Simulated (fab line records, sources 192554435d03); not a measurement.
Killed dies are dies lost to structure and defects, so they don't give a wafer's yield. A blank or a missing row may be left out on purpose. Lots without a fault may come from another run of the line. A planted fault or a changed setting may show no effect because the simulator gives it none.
Chamber matching | flow n5_finfet | N5_BEOL_M3_DESCUM_33 on rie_diel-01: 4 sister chambers
The step chemistry O2, time 7 s. 4 wafers are shown with their chamber, then 8 later ones without.

WAFERS WITH THEIR CHAMBER
wafer  | chamber | drypump_motor_current_A (A)
L090.2 | 3       | 6.2
L090.4 | 0       | 6.4
L090.5 | 1       | 5.4
L092.1 | 2       | 5.9

WAFERS WITHOUT THEIR CHAMBER
wafer  | drypump_motor_current_A (A)
L092.4 | 6.3
L092.5 | 5.9
L095.2 | 5.4
L095.3 | 5.9
L095.4 | 6.2
L096.1 | 5.9
L096.4 | 6.3
L096.5 | 5.5

WHICH CHAMBER EACH WENT THROUGH
wafer  | from the rows above     | in truth
L092.4 | can't be placed: 3 or 0 | 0
L092.5 | 2                       | 2
L095.2 | 1                       | 1
L095.3 | 2                       | 2
L095.4 | 3                       | 3
L096.1 | 2                       | 2
L096.4 | can't be placed: 3 or 0 | 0
L096.5 | 1                       | 1
Placed correctly: 6 of 8. Can't be placed from these rows: 2 (the true chamber is among the candidates in 2). Placed wrongly: 0.
How it was worked out, from the rows above alone: a wafer's distance from a chamber is the root of the sum, over the readings, of the square of ((its reading less the chamber's mean) divided by the reading's scatter). The wafer belongs to the nearest chamber; if the next one is less than 2 further off, it can't be placed. A chamber's mean is the mean of its shown wafers. The scatter: with one shown wafer a chamber, the root of the mean of the squares of how far each hidden wafer lies from its nearest shown one.
